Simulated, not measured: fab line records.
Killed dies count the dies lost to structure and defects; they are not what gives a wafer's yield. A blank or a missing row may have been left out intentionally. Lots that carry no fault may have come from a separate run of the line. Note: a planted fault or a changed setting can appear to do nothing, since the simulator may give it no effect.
fab line records + flow n5-finfet
record:
- lots: 7
- wafers: 21
route steps=1938 shown BEOL_M14@1730 BEOL_M15@1801 TV_OPEN@1888 PASSIVATION@1930
start-h: hours from the record's opening day to when the first of the lot's shown wafers began + wait-h: hours since the lot's step before + " the same as in the row above + L1.1+2: several wafers, shown together as one row + - either no value or no given start + * or withheld: withheld + < > ~ a bound
route shown NAME@n: NAME is a module with steps in the file, n the number in the route of the first one + usual: average and standard deviation across the fault-free wafers + same: alike in all rows + chamber/n: place in a boat + sites: per-site readings + _std_site: standard deviation across them + _edge_site: the outer-site mean with the inner-site mean subtracted + radius-mm: how far each site lies from the wafer's centre + mask NAME#n: copy n + behind: the last tool/chamber to shape the wafer + hold: what put the lot on hold/how long, in hours/how the hold closed + device: which transistor (n, p or np) failed to switch + end of line: tests run on the same wafers once the route is complete + where a step has no rows: the recipe by itself + killed: the dies lost at the first sort to structure and to defects; this is not the yield of the wafer + map: dies across one wafer; x = killed, . = not, _ = none there
set.NAME: the run value of the setting; set.NAME@STEP: its run value at that earlier step + model.NAME: the simulator's own value behind a step, which no gauge read
one table per step and one row per wafer, for lots whose settings were changed on purpose
== steps ==
step: N5_BEOL_M14_ETCH_59
recipe:
- chemistry: N2/H2
- target: BARC
- target-depth-a: 890
- overetch-a: 267
- time-s: 67.9
- ion-energy-ev: 200
- pressure-mtorr: 30
- source-w: 840
- bias-w: 150
- n2-flow-sccm: 200
- h2-flow-sccm: 200
| lot.wafer | tool        | chamber | start-h | wait-h | set.time-s | model.coat_of_BEOL_M14_COAT_04.thk-nm |
|-----------|-------------|---------|---------|--------|------------|---------------------------------------|
| L075.3    | rie-diel-01 | 2       | 258.51  | 0.0    | 67.9       | 718.2                                 |
| L075.4    | "           | 3       | "       | "      | 67.9       | 716                                   |
| L075.5    | "           | 3       | "       | "      | 58.47      | 725.4                                 |
| L077.1    | rie-diel-01 | 2       | 260.18  | 0.0    | 67.9       | 717                                   |
| L077.3    | "           | 0       | "       | "      | 61.27      | 723.4                                 |
| L077.6    | "           | 2       | "       | "      | 67.9       | 716.4                                 |
| L086.1    | rie-diel-01 | 0       | 308.85  | 0.0    | 67.9       | 721.2                                 |
| L086.4    | "           | 3       | "       | "      | 67.9       | 717.6                                 |
| L086.6    | "           | 2       | "       | "      | 67.9       | 718.6                                 |
| L084.2    | rie-diel-04 | 3       | 312.67  | 0.0    | 67.9       | 720.2                                 |
| L084.5    | "           | 0       | "       | "      | 67.9       | 716.6                                 |
| L084.6    | "           | 3       | "       | "      | 67.9       | 718.4                                 |
| L087.3    | rie-diel-04 | 1       | 326.42  | 0.0    | 67.9       | 715                                   |
| L087.4    | "           | 1       | "       | "      | 82.62      | 702.4                                 |
| L087.6    | "           | 3       | "       | "      | 67.9       | 714.6                                 |
| L091.1    | rie-diel-01 | 1       | 357.11  | 0.0    | 67.9       | 720                                   |
| L091.3    | "           | 2       | "       | "      | 67.9       | 715.6                                 |
| L091.4    | "           | 0       | "       | "      | 67.9       | 716.4                                 |
| L097.4    | rie-diel-04 | 0       | 384.05  | 0.0    | 67.9       | 720                                   |
| L097.5    | "           | 2       | "       | "      | 67.9       | 717.8                                 |
| L097.6    | "           | 3       | "       | "      | 67.9       | 721.4                                 |
step: N5_BEOL_M14_VIA_ETCH_16
recipe:
- chemistry: C4F8/O2/Ar
- target: SiO2
- he-inner-torr: 15
- he-outer-torr: 30
- target-depth-a: 12313
- time-s: withheld
- ion-energy-ev: 800
- pressure-mtorr: 20
- source-w: 1905
- bias-w: 2040
- Ar_flow_sccm: 400
- C4F8_flow_sccm: 16
- O2_flow_sccm: 12
- ends: cleared
step: N5_BEOL_M14_STRIP_63
recipe:
- chemistry: O2
- power-w: 600
- temp-c: 60
- pressure-mtorr: 30
- rf-frequency-hz: 6e+07
- bias-power-w: 0
- overash-fraction: 0.3
- o2-flow-sccm: 225
step: N5_BEOL_M14_STRIP_71
recipe:
- chemistry: post-etch-residue-remover
- time-s: 60
- temp-c: 25
- remover-ph: withheld
- remover-water-wt-pct: withheld
- remover-fluoride-wt-pct: withheld
step: N5_BEOL_M14_SRD_72
recipe:
- time-s: 30
- temp-c: 23
- rinse-liquid: diw
- dry: n2-spin
- spin-rpm: 1500
- dry-time-s: 30
step: N5_BEOL_M14_CD_MEAS_17
recipe:
- target-cd-nm: 250
- polarity: opening
usual:
- cd-nm: 249.9/1.3
| lot.wafer | tool      | chamber | start-h | wait-h | set.dose-mj@BEOL_M14_EXPOSE_07 | cd-nm |
|-----------|-----------|---------|---------|--------|--------------------------------|-------|
| L075.3    | cd-sem-02 | -       | 258.91  | 0.0    | 58.93                          | 253.7 |
| L075.4    | "         | -       | "       | "      | 57                             | 249.6 |
| L075.5    | "         | -       | "       | "      | 58.93                          | 250.3 |
| L077.1    | cd-sem-02 | -       | 260.58  | 0.0    | 53.03                          | 236.2 |
| L077.3    | "         | -       | "       | "      | 57                             | 246.2 |
| L077.6    | "         | -       | "       | "      | 57                             | 250.1 |
| L086.1    | cd-sem-03 | -       | 309.25  | 0.0    | 57                             | 249.1 |
| L086.4    | "         | -       | "       | "      | 57                             | 249.2 |
| L086.6    | "         | -       | "       | "      | 58.49                          | 256.4 |
| L084.2    | cd-sem-01 | -       | 313.11  | 0.0    | 57                             | 250.5 |
| L084.5    | "         | -       | "       | "      | 57                             | 250.0 |
| L084.6    | "         | -       | "       | "      | 57                             | 250.1 |
| L087.3    | cd-sem-01 | -       | 326.82  | 0.0    | 53.43                          | 242.0 |
| L087.4    | "         | -       | "       | "      | 57                             | 255.3 |
| L087.6    | "         | -       | "       | "      | 57                             | 250.4 |
| L091.1    | cd-sem-02 | -       | 357.51  | 0.0    | 61.22                          | 264.5 |
| L091.3    | "         | -       | "       | "      | 61.22                          | 262.7 |
| L091.4    | "         | -       | "       | "      | 61.22                          | 264.1 |
| L097.4    | cd-sem-02 | -       | 384.46  | 0.0    | 57                             | 248.9 |
| L097.5    | "         | -       | "       | "      | 57                             | 249.5 |
| L097.6    | "         | -       | "       | "      | 59.77                          | 258.5 |
step: N5_BEOL_M15_PEB_26
recipe:
- peb-temp-c: 130
- peb-time-s: 90
| lot.wafer  | tool           | chamber | start-h | wait-h | set.peb-temp-c |
|------------|----------------|---------|---------|--------|----------------|
| L075.3+4   | litho-track-05 | 0       | 265.34  | 0.0    | 130            |
| L075.5     | "              | 0       | "       | "      | 126.9          |
| L077.1     | litho-track-05 | 0       | 267.27  | 0.1    | 133.3          |
| L077.3+6   | "              | 0       | "       | "      | 130            |
| L086.1+4   | litho-track-05 | 0       | 315.08  | 0.1    | 130            |
| L086.6     | "              | 0       | "       | "      | 133.6          |
| L084.2+5+6 | litho-track-01 | 0       | 321.06  | 0.0    | 130            |
| L087.3+4   | litho-track-03 | 0       | 334.35  | 0.0    | 133.3          |
| L087.6     | "              | 0       | "       | "      | 130            |
| L091.1     | litho-track-03 | 0       | 364.06  | 0.1    | 130            |
| L091.3+4   | "              | 0       | "       | "      | 128.8          |
| L097.4+5+6 | litho-track-03 | 0       | 391.48  | 0.0    | 130            |
step: N5_BEOL_M15_DEVELOP_27
recipe:
- develop-time-s: 45
- rinse-liquid: diw
- dry: air-spin
- dev-temp-c: 21
step: N5_BEOL_M15_HARDBAKE_32
recipe:
- temp-c: 130
- time-s: 120
step: N5_BEOL_M15_CD_MEAS_28
recipe:
- target-cd-nm: 407.6
- landing-energy-ev: 500
- detector: se-inlens
usual:
- cd-nm: 407.7/1.7
| lot.wafer | tool      | chamber | start-h | wait-h | set.peb-temp-c@BEOL_M15_PEB_26 | cd-nm |
|-----------|-----------|---------|---------|--------|--------------------------------|-------|
| L075.3    | cd-sem-02 | 0       | 265.45  | -      | 130                            | 406.6 |
| L075.4    | "         | 0       | "       | "      | 130                            | 406.7 |
| L075.5    | "         | 0       | "       | "      | 126.9                          | 393.3 |
| L077.1    | cd-sem-02 | 0       | 267.38  | -      | 133.3                          | 421.2 |
| L077.3    | "         | 0       | "       | "      | 130                            | 408.7 |
| L077.6    | "         | 0       | "       | "      | 130                            | 409.1 |
| L086.1    | cd-sem-03 | 0       | 315.19  | -      | 130                            | 410.5 |
| L086.4    | "         | 0       | "       | "      | 130                            | 407.9 |
| L086.6    | "         | 0       | "       | "      | 133.6                          | 421.5 |
| L084.2    | cd-sem-03 | 0       | 321.18  | -      | 130                            | 409.8 |
| L084.5    | "         | 0       | "       | "      | 130                            | 408.9 |
| L084.6    | "         | 0       | "       | "      | 130                            | 409.0 |
| L087.3    | cd-sem-02 | 0       | 334.47  | -      | 133.3                          | 420.1 |
| L087.4    | "         | 0       | "       | "      | 133.3                          | 417.5 |
| L087.6    | "         | 0       | "       | "      | 130                            | 407.4 |
| L091.1    | cd-sem-03 | 0       | 364.18  | -      | 130                            | 405.8 |
| L091.3    | "         | 0       | "       | "      | 128.8                          | 401.3 |
| L091.4    | "         | 0       | "       | "      | 128.8                          | 400.4 |
| L097.4    | cd-sem-02 | 0       | 391.60  | -      | 130                            | 408.1 |
| L097.5    | "         | 0       | "       | "      | 130                            | 407.8 |
| L097.6    | "         | 0       | "       | "      | 130                            | 404.8 |
step: N5_BEOL_M15_DESCUM_33
recipe:
- chemistry: O2
- time-s: 7.9
- source-power-w: 50
- bias-power-w: 20
- pressure-mtorr: 20
- rf-frequency-hz: 2.712e+07
- temp-c: 40
- o2-flow-sccm: 225
| lot.wafer | tool        | chamber | start-h | wait-h | set.peb-temp-c@BEOL_M15_PEB_26 | model.BEOL_M15.cd-nm |
|-----------|-------------|---------|---------|--------|--------------------------------|----------------------|
| L075.3    | rie-diel-06 | 2       | 265.70  | 0.2    | 130                            | 406.6                |
| L075.4    | "           | 0       | "       | "      | 130                            | 406.8                |
| L075.5    | "           | 3       | "       | "      | 126.9                          | 393.2                |
| L077.1    | rie-diel-05 | 2       | 267.47  | 0.0    | 133.3                          | 421.2                |
| L077.3    | "           | 0       | "       | "      | 130                            | 408.6                |
| L077.6    | "           | 0       | "       | "      | 130                            | 409.2                |
| L086.1    | rie-diel-05 | 3       | 315.62  | 0.4    | 130                            | 410.6                |
| L086.4    | "           | 1       | "       | "      | 130                            | 407.4                |
| L086.6    | "           | 0       | "       | "      | 133.6                          | 421.4                |
| L084.2    | rie-diel-02 | 3       | 321.26  | 0.0    | 130                            | 409.6                |
| L084.5    | "           | 0       | "       | "      | 130                            | 409.2                |
| L084.6    | "           | 1       | "       | "      | 130                            | 409                  |
| L087.3    | rie-diel-06 | 3       | 334.79  | 0.3    | 133.3                          | 420.2                |
| L087.4    | "           | 3       | "       | "      | 133.3                          | 417.6                |
| L087.6    | "           | 2       | "       | "      | 130                            | 407.4                |
| L091.1    | rie-diel-06 | 0       | 364.27  | 0.0    | 130                            | 405.8                |
| L091.3    | "           | 3       | "       | "      | 128.8                          | 401.4                |
| L091.4    | "           | 0       | "       | "      | 128.8                          | 400.8                |
| L097.4    | rie-diel-02 | 0       | 391.89  | 0.2    | 130                            | 408                  |
| L097.5    | "           | 3       | "       | "      | 130                            | 407.6                |
| L097.6    | "           | 0       | "       | "      | 130                            | 404.6                |
step: N5_BEOL_M15_ETCH_61
recipe:
- chemistry: N2/H2
- target: BARC
- target-depth-a: 890
- overetch-a: 267
- time-s: 67.9
- ion-energy-ev: 200
- pressure-mtorr: 30
- source-w: 840
- bias-w: 150
- n2-flow-sccm: 200
- h2-flow-sccm: 200
| lot.wafer | tool        | chamber | start-h | wait-h | set.peb-temp-c@BEOL_M15_PEB_26 | model.BEOL_M15.cd-nm |
|-----------|-------------|---------|---------|--------|--------------------------------|----------------------|
| L075.3    | rie-diel-06 | 2       | 265.73  | 0.0    | 130                            | 399                  |
| L075.4    | "           | 0       | "       | "      | 130                            | 398.4                |
| L075.5    | "           | 3       | "       | "      | 126.9                          | 385.6                |
| L077.1    | rie-diel-05 | 2       | 267.51  | 0.0    | 133.3                          | 413.6                |
| L077.3    | "           | 0       | "       | "      | 130                            | 401.6                |
| L077.6    | "           | 0       | "       | "      | 130                            | 403                  |
| L086.1    | rie-diel-05 | 3       | 315.66  | 0.0    | 130                            | 402.8                |
| L086.4    | "           | 1       | "       | "      | 130                            | 400                  |
| L086.6    | "           | 0       | "       | "      | 133.6                          | 413.4                |
| L084.2+5  | rie-diel-02 | 3,0     | 321.30  | 0.0    | 130                            | 401.4                |
| L084.6    | "           | 1       | "       | "      | 130                            | 401.2                |
| L087.3    | rie-diel-06 | 3       | 334.82  | 0.0    | 133.3                          | 413.2                |
| L087.4    | "           | 3       | "       | "      | 133.3                          | 410.4                |
| L087.6    | "           | 2       | "       | "      | 130                            | 399.6                |
| L091.1    | rie-diel-06 | 0       | 364.30  | 0.0    | 130                            | 397.6                |
| L091.3    | "           | 3       | "       | "      | 128.8                          | 394.2                |
| L091.4    | "           | 0       | "       | "      | 128.8                          | 392.6                |
| L097.4    | rie-diel-02 | 0       | 391.92  | 0.0    | 130                            | 399.8                |
| L097.5    | "           | 3       | "       | "      | 130                            | 399                  |
| L097.6    | "           | 0       | "       | "      | 130                            | 396.2                |
step: N5_BEOL_M15_TRENCH_ETCH_34
recipe:
- chemistry: C4F8/O2/Ar
- target: SiO2
- target-depth-a: 8729.3
- he-inner-torr: 15
- he-outer-torr: 30
- time-s: 199
- ion-energy-ev: 800
- pressure-mtorr: 20
- source-w: 1905
- bias-w: 2040
- Ar_flow_sccm: 400
- C4F8_flow_sccm: 16
- O2_flow_sccm: 12
| lot.wafer | tool        | chamber | start-h | wait-h | set.time-s | set.peb-temp-c@BEOL_M15_PEB_26 | model.etch.depth-nm | model.coat_of_BEOL_M15_COAT_22.thk-nm | model.BEOL_M15.cd-nm |
|-----------|-------------|---------|---------|--------|------------|--------------------------------|---------------------|---------------------------------------|----------------------|
| L075.3    | rie-diel-06 | 2       | 265.78  | 0.0    | 178.1      | 130                            | 799.2               | 556.4                                 | 398.4                |
| L075.4    | "           | 0       | "       | "      | 199        | 130                            | 868.7               | 545.4                                 | 398.4                |
| L075.5    | "           | 3       | "       | "      | 199        | 126.9                          | 859.4               | 546.2                                 | 385.8                |
| L077.1    | rie-diel-05 | 2       | 267.56  | 0.0    | 199        | 133.3                          | 845.1               | 550.2                                 | 413.8                |
| L077.3    | "           | 0       | "       | "      | 223.9      | 130                            | 966.8               | 524.4                                 | 403                  |
| L077.6    | "           | 0       | "       | "      | 223.9      | 130                            | 961                 | 525.4                                 | 404.4                |
| L086.1    | rie-diel-05 | 3       | 315.71  | 0.0    | 199        | 130                            | 858.3               | 550                                   | 403.2                |
| L086.4    | "           | 1       | "       | "      | 199        | 130                            | 869.1               | 544                                   | 400                  |
| L086.6    | "           | 0       | "       | "      | 199        | 133.6                          | 856.5               | 547.6                                 | 413.6                |
| L084.2    | rie-diel-02 | 3       | 321.35  | 0.0    | 199        | 130                            | 862.7               | 544                                   | 401                  |
| L084.5    | "           | 0       | "       | "      | 199        | 130                            | 855.5               | 547                                   | 401.2                |
| L084.6    | "           | 1       | "       | "      | 199        | 130                            | 860.8               | 546.4                                 | 400.4                |
| L087.3    | rie-diel-06 | 3       | 334.88  | 0.0    | 157.1      | 133.3                          | 677.3               | 580.4                                 | 412                  |
| L087.4    | "           | 3       | "       | "      | 199        | 133.3                          | 862                 | 544.6                                 | 410.6                |
| L087.6    | "           | 2       | "       | "      | 199        | 130                            | 874.8               | 539.4                                 | 399.8                |
| L091.1    | rie-diel-06 | 0       | 364.35  | 0.0    | 173.9      | 130                            | 751                 | 567.2                                 | 396.6                |
| L091.3    | "           | 3       | "       | "      | 199        | 128.8                          | 867.5               | 541.4                                 | 394.6                |
| L091.4    | "           | 0       | "       | "      | 173.9      | 128.8                          | 750.5               | 565.4                                 | 391.4                |
| L097.4    | rie-diel-02 | 0       | 391.97  | 0.0    | 199        | 130                            | 854                 | 550                                   | 399.6                |
| L097.5    | "           | 3       | "       | "      | 199        | 130                            | 868.3               | 544.6                                 | 399                  |
| L097.6    | "           | 0       | "       | "      | 199        | 130                            | 846.1               | 551.2                                 | 395.8                |
step: N5_BEOL_M15_STRIP_36
recipe:
- chemistry: O2
- power-w: 600
- temp-c: 60
- pressure-mtorr: 30
- rf-frequency-hz: 6e+07
- bias-power-w: 0
- overash-fraction: 0.3
- o2-flow-sccm: 225
step: N5_BEOL_M15_ECD_47
recipe:
- material: Cu
- target-thk-a: 18600
step: N5_BEOL_M15_ANNEAL_48
recipe:
- temp-c: 225
- time-s: 90
- ambient: N2
step: N5_BEOL_M15_CMP_49
recipe:
- stop-on: SiO2
- t-overpolish-s: 4.9
- down-force-psi: 2
- platen-rpm: 80
- clearing-platen-down-force-psi: 2
- clearing-platen-rpm: 80
- post-cmp-clean: cu-alkaline
- target-thk-nm: 850
- clearing-platen-pad-velocity-m-s: 1.5917
- pad-velocity-m-s: 1.5917
| lot.wafer | tool   | chamber | start-h | wait-h | set.time-s@BEOL_M15_TRENCH_ETCH_34 | model.Cu_of_BEOL_M15_ECD_47.thk-nm |
|-----------|--------|---------|---------|--------|------------------------------------|------------------------------------|
| L075.3    | cmp-01 | 1       | 270.57  | 0.2    | 178.1                              | 775.8                              |
| L075.4    | "      | 3       | "       | "      | 199                                | 845.2                              |
| L075.5    | "      | 2       | "       | "      | 199                                | 835.8                              |
| L077.1    | cmp-04 | 1       | 271.43  | 0.3    | 199                                | 821.4                              |
| L077.3    | "      | 2       | "       | "      | 223.9                              | 943.6                              |
| L077.6    | "      | 0       | "       | "      | 223.9                              | 939.4                              |
| L086.1    | cmp-01 | 3       | 325.58  | 0.3    | 199                                | 836                                |
| L086.4    | "      | 2       | "       | "      | 199                                | 847.6                              |
| L086.6    | "      | 3       | "       | "      | 199                                | 834                                |
| L084.2    | cmp-04 | 2       | 326.16  | 0.3    | 199                                | 839.6                              |
| L084.5    | "      | 3       | "       | "      | 199                                | 832.6                              |
| L084.6    | "      | 0       | "       | "      | 199                                | 838.6                              |
| L087.3    | cmp-01 | 3       | 338.92  | 0.2    | 157.1                              | 654.4                              |
| L087.4    | "      | 1       | "       | "      | 199                                | 839                                |
| L087.6    | "      | 0       | "       | "      | 199                                | 851.2                              |
| L091.3    | cmp-02 | 0       | 371.22  | 0.2    | 199                                | 844.8                              |
| L091.4    | "      | 1       | "       | "      | 173.9                              | 726.2                              |
| L091.1    | "      | 2       | "       | "      | 173.9                              | 728.6                              |
| L097.4    | cmp-02 | 2       | 394.61  | 0.2    | 199                                | 830.8                              |
| L097.6    | "      | 1       | "       | "      | 199                                | 823                                |
| L097.5    | "      | 2       | "       | "      | 199                                | 845                                |
step: N5_BEOL_M15_THK_MEAS_50
recipe:
- thk-meas-gauge: xrf
- reads: Cu_of_BEOL_M15_ECD_47
usual:
- M15_THK: 843/15
| lot.wafer | tool          | chamber | start-h | wait-h | set.time-s@BEOL_M15_TRENCH_ETCH_34 | M15_THK[nm] |
|-----------|---------------|---------|---------|--------|------------------------------------|-------------|
| L075.3    | film-metro-02 | -       | 270.87  | -      | 178.1                              | 779         |
| L075.4    | "             | -       | "       | "      | 199                                | 845         |
| L075.5    | "             | -       | "       | "      | 199                                | 834         |
| L077.1    | film-metro-01 | -       | 271.69  | -      | 199                                | 815         |
| L077.3    | "             | -       | "       | "      | 223.9                              | 932         |
| L077.6    | "             | -       | "       | "      | 223.9                              | 929         |
| L086.1    | film-metro-01 | -       | 325.87  | -      | 199                                | 829         |
| L086.4    | "             | -       | "       | "      | 199                                | 836         |
| L086.6    | "             | -       | "       | "      | 199                                | 824         |
| L084.2    | film-metro-02 | -       | 326.34  | -      | 199                                | 845         |
| L084.5    | "             | -       | "       | "      | 199                                | 844         |
| L084.6    | "             | -       | "       | "      | 199                                | 848         |
| L087.3    | film-metro-02 | -       | 339.22  | -      | 157.1                              | 655         |
| L087.4    | "             | -       | "       | "      | 199                                | 838         |
| L087.6    | "             | -       | "       | "      | 199                                | 853         |
| L091.1    | film-metro-01 | -       | 371.47  | -      | 173.9                              | 728         |
| L091.3    | "             | -       | "       | "      | 199                                | 846         |
| L091.4    | "             | -       | "       | "      | 173.9                              | 727         |
| L097.4    | film-metro-02 | -       | 394.87  | -      | 199                                | 818         |
| L097.5    | "             | -       | "       | "      | 199                                | 835         |
| L097.6    | "             | -       | "       | "      | 199                                | 810         |
step: N5_BEOL_M15_PRE_CLEAN_52
recipe:
- gas: NH3
- time-s: 15
- temp-c: withheld
- rf-power-w: 300
step: N5_BEOL_M15_DEP_53
recipe:
- material: SiCN
- target-thk-a: 500
- temp-c: withheld
- precursor: 3MS/NH3
- pressure-torr: 3
- rf-w: 675
- time-s: 17.8
step: N5_BEOL_M15_RS_MEAS_54
recipe:
- thk-meas-gauge: four-point-probe
- reads: Cu_of_BEOL_M15_ECD_47+Ta_of_BEOL_M15_SPUTTER_44+TaN_of_BEOL_M15_SPUTTER_43
usual:
- M15_RS: 0.0217/0.00035
| lot.wafer | tool          | chamber | start-h | wait-h | set.time-s@BEOL_M15_TRENCH_ETCH_34 | M15_RS[ohm/sq] |
|-----------|---------------|---------|---------|--------|------------------------------------|----------------|
| L075.3    | film-metro-01 | -       | 271.00  | 0.1    | 178.1                              | 0.0236         |
| L075.4    | "             | -       | "       | "      | 199                                | 0.0217         |
| L075.5    | "             | -       | "       | "      | 199                                | 0.0219         |
| L077.1    | film-metro-01 | -       | 271.82  | 0.0    | 199                                | 0.0223         |
| L077.3    | "             | -       | "       | "      | 223.9                              | 0.0194         |
| L077.6    | "             | -       | "       | "      | 223.9                              | 0.0195         |
| L086.1    | film-metro-01 | -       | 326.00  | 0.0    | 199                                | 0.0219         |
| L086.4    | "             | -       | "       | "      | 199                                | 0.0216         |
| L086.6    | "             | -       | "       | "      | 199                                | 0.0220         |
| L084.2    | film-metro-02 | -       | 326.47  | 0.1    | 199                                | 0.0218         |
| L084.5    | "             | -       | "       | "      | 199                                | 0.0220         |
| L084.6    | "             | -       | "       | "      | 199                                | 0.0219         |
| L087.3    | film-metro-02 | -       | 339.35  | 0.1    | 157.1                              | 0.0281         |
| L087.4    | "             | -       | "       | "      | 199                                | 0.0218         |
| L087.6    | "             | -       | "       | "      | 199                                | 0.0216         |
| L091.1    | film-metro-01 | -       | 371.60  | 0.0    | 173.9                              | 0.0252         |
| L091.3    | "             | -       | "       | "      | 199                                | 0.0216         |
| L091.4    | "             | -       | "       | "      | 173.9                              | 0.0253         |
| L097.4    | film-metro-02 | -       | 395.02  | 0.1    | 199                                | 0.0221         |
| L097.5    | "             | -       | "       | "      | 199                                | 0.0217         |
| L097.6    | "             | -       | "       | "      | 199                                | 0.0223         |
step: N5_PASSIVATION_VIA_ETCH_13
recipe:
- chemistry: CHF3/O2
- target: SiO2
- target-depth-a: 6600
- CHF3_flow_sccm: 50
- O2_flow_sccm: 5
- Ar_flow_sccm: 200
- time-s: 330
- mask-material: PR
- pressure-mtorr: 30
- source-w: 650
- bias-w: 170
- ion-energy-ev: 200
- ends: cleared
usual:
- rf-vpp-V: 522/5.3
| lot.wafer | tool        | chamber | start-h | wait-h | set.bias-w | rf-vpp-V |
|-----------|-------------|---------|---------|--------|------------|----------|
| L075.3    | rie-diel-06 | 2       | 277.10  | 0.0    | 157.5      | 500      |
| L075.4    | "           | 1       | "       | "      | 157.5      | 491      |
| L075.5    | "           | 3       | "       | "      | 170        | 516      |
| L077.1    | rie-diel-02 | 1       | 282.04  | 0.0    | 170        | 532      |
| L077.3    | "           | 3       | "       | "      | 170        | 528      |
| L077.6    | "           | 2       | "       | "      | 170        | 522      |
| L086.1    | rie-diel-02 | 1       | 331.07  | 0.0    | 170        | 530      |
| L086.4    | "           | 0       | "       | "      | 170        | 513      |
| L086.6    | "           | 3       | "       | "      | 158.9      | 501      |
| L084.2    | rie-diel-06 | 2       | 333.67  | 0.0    | 170        | 529      |
| L084.5    | "           | 3       | "       | "      | 170        | 515      |
| L084.6    | "           | 2       | "       | "      | 170        | 530      |
| L087.3    | rie-diel-05 | 3       | 344.66  | 0.0    | 170        | 521      |
| L087.4    | "           | 0       | "       | "      | 170        | 520      |
| L087.6    | "           | 2       | "       | "      | 170        | 524      |
| L091.1    | rie-diel-05 | 0       | 382.89  | 0.0    | 170        | 520      |
| L091.3    | "           | 3       | "       | "      | 195.3      | 583      |
| L091.4    | "           | 1       | "       | "      | 170        | 519      |
| L097.4    | rie-diel-06 | 3       | 403.01  | 0.0    | 170        | 515      |
| L097.5    | "           | 3       | "       | "      | 140.5      | 441      |
| L097.6    | "           | 2       | "       | "      | 170        | 528      |
step: N5_PASSIVATION_ETCH_54
recipe:
- chemistry: CHF3/O2
- target: SiO2
- target-depth-a: 8800
- CHF3_flow_sccm: 50
- O2_flow_sccm: 5
- Ar_flow_sccm: 200
- time-s: 440
- mask-material: PR
- pressure-mtorr: 30
- source-w: 650
- bias-w: 170
- ion-energy-ev: 200
| lot.wafer | tool        | chamber | start-h | wait-h | set.time-s | model.etch.depth-nm | model.PASSIVATION.feature-depth-nm |
|-----------|-------------|---------|---------|--------|------------|---------------------|------------------------------------|
| L075.3    | rie-diel-04 | 3       | 280.57  | 0.1    | 440        | 883                 | 883                                |
| L075.4    | "           | 2       | "       | "      | 538.6      | 1059                | 1059                               |
| L075.5    | "           | 3       | "       | "      | 440        | 884                 | 884                                |
| L077.1    | rie-diel-04 | 0       | 285.73  | 0.1    | 361.5      | 724.2               | 724.2                              |
| L077.3    | "           | 1       | "       | "      | 361.5      | 728.6               | 728.6                              |
| L077.6    | "           | 3       | "       | "      | 440        | 889                 | 889                                |
| L086.1    | rie-diel-03 | 1       | 334.26  | 0.1    | 440        | 897.4               | 897.4                              |
| L086.4    | "           | 0       | "       | "      | 391.5      | 793.8               | 793.8                              |
| L086.6    | "           | 1       | "       | "      | 440        | 891.6               | 891.6                              |
| L084.2    | rie-diel-01 | 2       | 337.01  | 0.1    | 440        | 864.3               | 864.4                              |
| L084.5    | "           | 1       | "       | "      | 440        | 880.5               | 880.6                              |
| L084.6    | "           | 0       | "       | "      | 440        | 871.4               | 871.4                              |
| L087.3    | rie-diel-01 | 2       | 350.21  | 0.1    | 440        | 872.5               | 872.4                              |
| L087.4    | "           | 1       | "       | "      | 440        | 880.4               | 880.4                              |
| L087.6    | "           | 0       | "       | "      | 403.8      | 804.2               | 804.2                              |
| L091.1    | rie-diel-01 | 1       | 386.46  | 0.1    | 440        | 889.2               | 889.2                              |
| L091.3    | "           | 2       | "       | "      | 440        | 867.2               | 867.2                              |
| L091.4    | "           | 0       | "       | "      | 440        | 874.9               | 874.8                              |
| L097.4    | rie-diel-01 | 2       | 406.77  | 0.1    | 440        | 870.3               | 870.2                              |
| L097.5    | "           | 3       | "       | "      | 440        | 880.7               | 880.8                              |
| L097.6    | "           | 1       | "       | "      | 440        | 884.8               | 884.8                              |
== key ==
split:
- step: N5_BEOL_M14_ETCH_59
- setting: time-s
- stated: 67.9
- by: wafer
response:
- step: N5_BEOL_M14_ETCH_59
- reading: model.coat_of_BEOL_M14_COAT_04.thk-nm
- change: -0.593
- per: 1%
- r: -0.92
split:
- step: N5_BEOL_M15_PEB_26
- setting: peb-temp-c
- stated: 130
- by: wafer
response:
- step: N5_BEOL_M15_CD_MEAS_28
- reading: cd-nm
- change: +4.82
- per: 1%
- r: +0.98
response:
- step: N5_BEOL_M15_DESCUM_33
- reading: model.BEOL_M15.cd-nm
- change: +4.85
- per: 1%
- r: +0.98
response:
- step: N5_BEOL_M15_ETCH_61
- reading: model.BEOL_M15.cd-nm
- change: +4.72
- per: 1%
- r: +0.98
response:
- step: N5_BEOL_M15_TRENCH_ETCH_34
- reading: model.BEOL_M15.cd-nm
- change: +4.48
- per: 1%
- r: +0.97
split:
- step: N5_BEOL_M15_TRENCH_ETCH_34
- setting: time-s
- stated: 199
- by: wafer
response:
- step: N5_BEOL_M15_TRENCH_ETCH_34
- reading: model.etch.depth-nm
- change: +8.81
- per: 1%
- r: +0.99
response:
- step: N5_BEOL_M15_TRENCH_ETCH_34
- reading: model.coat_of_BEOL_M15_COAT_22.thk-nm
- change: -1.78
- per: 1%
- r: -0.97
response:
- step: N5_BEOL_M15_CMP_49
- reading: model.Cu_of_BEOL_M15_ECD_47.thk-nm
- change: +8.83
- per: 1%
- r: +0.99
response:
- step: N5_BEOL_M15_THK_MEAS_50
- reading: M15_THK
- change: +8.72
- per: 1%
- r: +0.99
response:
- step: N5_BEOL_M15_RS_MEAS_54
- reading: M15_RS
- change: -0.000271
- per: 1%
- r: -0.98
split:
- step: N5_PASSIVATION_VIA_ETCH_13
- setting: bias-w
- stated: 170
- by: wafer
response:
- step: N5_PASSIVATION_VIA_ETCH_13
- reading: rf-vpp-V
- change: +4.26
- per: 1%
- r: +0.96
split:
- step: N5_PASSIVATION_ETCH_54
- setting: time-s
- stated: 440
- by: wafer
response:
- step: N5_PASSIVATION_ETCH_54
- reading: model.etch.depth-nm
- change: +8.45
- per: 1%
- r: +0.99
response:
- step: N5_PASSIVATION_ETCH_54
- reading: model.PASSIVATION.feature-depth-nm
- change: +8.45
- per: 1%
- r: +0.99
split outside-this-file step=N5_BEOL_M14_EXPOSE_07 setting=dose-mj
split outside-this-file: this setting was split too, and the file shows its column; the key of that split is in another file
